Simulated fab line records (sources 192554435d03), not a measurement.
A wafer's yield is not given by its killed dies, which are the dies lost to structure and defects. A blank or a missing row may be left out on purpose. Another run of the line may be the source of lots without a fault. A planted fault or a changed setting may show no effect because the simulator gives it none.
A lot that was struck, set against a sound lot | flow n5_finfet | 37 steps out of a route of 1938
Sound: wafers L502.1, L502.2, L502.5. The struck wafers were L491.2, L491.5, L491.6. The cause is given at the end.
Per side, at each step with rows, come the tool, then ch with its chambers, and then its first start. Under that, the readings that differ: sound wafers | struck wafers | difference of the means | sigmas: that difference in standard deviations of wafers without a fault.
alike: same words and numbers on both sides, and readings whose means sit less than 2 such deviations apart. not compared: any withheld reading, any reading some wafer has no value for, any bound like >300 that may hide the same value, and any number with overlapping values for which the record gives no deviation.
Wherever a step has rows on one side only, a row that says differs or no value, or a row with sigmas, the two part there. Non-overlapping numbers with no deviation appear without sigmas and do not part them. A reading that every wafer of one side lacks parts them only if that side has two wafers or more.

first, 10 steps without rows for these wafers: N5_DUMMY_GATE_ETCH_44 (etches poly-Si in HBr/O2, stops on SiO2, target depth 127.5 nm); N5_DUMMY_GATE_ETCH_42 (etches SiO2 in CHF3/O2, target depth 3.5 nm, time 31 s); N5_DUMMY_GATE_STRIP_48 (strips in N2/H2, time 20 s); N5_DUMMY_GATE_PRECLEAN_33 (cleans in dHF, time 10 s); N5_DUMMY_GATE_PRECLEAN_25 (cleans in O3/DIW, time 45 s); N5_DUMMY_GATE_PRECLEAN_51 (cleans in SC2, time 45 s); N5_DUMMY_GATE_SRD_26 (time 30 s); N5_DUMMY_GATE_UV_OZONE_45 (time 120 s); N5_SPACER0_ALD_07 (deposits SiNx, target thk 2 nm); N5_SPACER0_ALD_00 (deposits SiOCN, target thk 3.5 nm, pulse time 3 s, purge time 2 s).
N5_SPACER0_ALD_08: deposits SiNx, target thk 2 nm.
  sound on ald_sin-02 ch 1,2,3, day 8 18:29; struck on ald_sin-04 ch 0,2,3, day 6 06:41
  alike: heater_power_w
then, 18 steps without rows for these wafers: N5_SD_EPI_N_COAT_32 (time 60 s, resist thk 350 nm); N5_SD_EPI_N_COAT_33 (time 60 s, resist thk 35 nm); N5_SD_EPI_N_COAT_03 (resist thk 150 nm); N5_SD_EPI_N_EBR_05; N5_SD_EPI_N_SOFTBAKE_04 (time 60 s); N5_SD_EPI_N_EXPOSE_06 (exposes mask SD N BLK, target cd 120 nm); N5_SD_EPI_N_PEB_07 (peb time 60 s); N5_SD_EPI_N_DEVELOP_08 (develop time 30 s); N5_SD_EPI_N_DESCUM_14 (chemistry O2, time 7.9 s); N5_SD_EPI_N_ETCH_34 (etches SiARC in CF4, target depth 45.5 nm, time 75.8 s); N5_SD_EPI_N_ETCH_35 (etches SOC in N2/H2, overetch 108 nm, time 486 s); N5_SD_EPI_N_STRIP_36 (strips in N2/H2); N5_SD_EPI_N_ETCHBACK_44 (etches SiNx in CH3F/O2, stops on SiO2, target depth 14.5 nm); N5_SD_EPI_N_ETCH_45 (etches SiOCN in CH3F/O2, target depth 6 nm); N5_SD_EPI_N_ETCH_16 (etches SiO2 in CHF3/O2, target depth 5 nm); N5_SD_EPI_N_STRIP_47 (strips in CHF3/O2); N5_SD_EPI_N_SD_RECESS_17 (chemistry HBr/Cl2/O2, target depth 41 nm, time 23.7 s, bt time 3 s); N5_SD_EPI_N_STRIP_38 (strips in N2/H2).
N5_SD_EPI_N_WET_ETCH_43: etches SiO2 in dHF, time 14 s, target depth 1.5 nm.
  sound on wet_bench-01 ch 1,3,7, day 8 19:59; struck on wet_bench-02 ch 0,1,3, day 6 08:08
  reading                                  | sound       | struck      | difference | sigmas
  model.SiNx_of_SPACER0_ALD_08.thk_nm (nm) | 1.6 1.6 1.6 | 3.4 3.4 3.4 | +1.8       |
then, 5 steps without rows for these wafers: N5_SD_EPI_N_STRIP_18 (strips in SPM, time 750 s); N5_SD_EPI_N_SRD_20 (time 30 s); N5_SD_EPI_N_PRECLEAN_48 (cleans in NF3:NH3, afs cycles 2, time 20 s, sublimation time 60 s); N5_SD_EPI_N_VAPOR_ETCH_50 (etches Si in HCl, time 54 s); N5_SD_EPI_N_EPI_21 (deposits Si:P, time 690 s).
-- here the record skips 5 days between the struck wafers' starts before and after, leaving off in module SD_EPI_N and picking up in module BEOL_M4 (first step shown: number 1111 of the route) --
N5_BEOL_M4_RC_MEAS_101:
  sound on prober-02 ch 0, day 14 01:35; struck on prober-01 ch 0, day 11 13:13
  reading        | sound          | struck         | difference | sigmas
  DIBL_N (mV/V)  | 34.6 33.2 34.8 | 29.5 28.6 27.3 | -5.7       | -3
  IOFF_P (nA/um) | 0.19 0.18 0.19 | 0.11 0.10 0.09 | -0.09      | -2
  ION_N (uA/um)  | 672 656 670    | 607 613 598    | -60        | -5
  ION_P (uA/um)  | 468 461 464    | 420 417 413    | -48        | -6
  VT_N (mV)      | 253 255 255    | 262 262 265    | +9         | +3
  VT_P (mV)      | -247 -248 -250 | -262 -265 -262 | -15        | -4
  alike: DIBL_P, IOFF_N, SS_N, SS_P
-- here the record skips 5 days between the struck wafers' starts before and after, leaving off in module BEOL_M4 and picking up in module PASSIVATION (first step shown: number 1936 of the route) --
N5_PASSIVATION_PROBE_49:
  rows exist in the record for the struck wafers here (prober-01, day 16 08:15), but not for the sound ones

WHERE THEY PART
At N5_BEOL_M4_RC_MEAS_101 first; at N5_PASSIVATION_PROBE_49 last (within this record only).

WHY: what had been put in by the simulator
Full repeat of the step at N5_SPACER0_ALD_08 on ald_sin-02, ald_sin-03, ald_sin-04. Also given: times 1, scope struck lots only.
